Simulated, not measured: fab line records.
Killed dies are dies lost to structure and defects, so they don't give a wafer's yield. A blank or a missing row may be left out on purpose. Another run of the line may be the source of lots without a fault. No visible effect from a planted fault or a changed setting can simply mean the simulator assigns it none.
Chamber matching -- flow n5_finfet -- N5_BEOL_M14_DEP_53 on pecvd-01: 3 sister chambers
The step deposits SiCN from 3MS/NH3, target thk 50 nm, time 17.8 s. 3 wafers are shown with their chamber, then 11 later ones without.

WAFERS PAIRED WITH THEIR CHAMBERS
wafer,chamber,throttle_valve_pct (%)
L087.2,2,17.7
L087.3,0,19.2
L089.1,1,17.7

WAFERS WITHOUT THEIR CHAMBER
wafer,throttle_valve_pct (%)
L089.4,17.8
L089.6,17.3
L091.1,17.7
L091.2,18.9
L091.3,17.5
L094.1,17.4
L094.3,19.4
L094.4,17.7
L097.3,17.6
L097.4,19.4
L097.6,17.3

WHICH CHAMBER EACH WENT THROUGH
wafer,from the rows above,in truth
L089.4,can't be placed: 1 or 2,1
L089.6,can't be placed: 1 or 2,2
L091.1,can't be placed: 1 or 2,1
L091.2,0,0
L091.3,can't be placed: 1 or 2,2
L094.1,can't be placed: 1 or 2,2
L094.3,0,0
L094.4,can't be placed: 1 or 2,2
L097.3,can't be placed: 1 or 2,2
L097.4,0,0
L097.6,can't be placed: 1 or 2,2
3 of 11 placed correctly. Can't be placed from these rows: 8 (the true chamber is among the candidates in 8). Number placed wrongly: 0.
How it was worked out, from the rows above alone: a wafer's distance from a chamber is the root of the sum, over the readings, of the square of ((its reading less the chamber's mean) divided by the reading's scatter). The wafer belongs to the nearest chamber; if the next one is less than 2 further off, it can't be placed. The mean given for a chamber averages the wafers shown for that chamber. The scatter (one wafer shown for each chamber): square how far every hidden wafer sits from the nearest shown wafer, average those squares and take the square root.
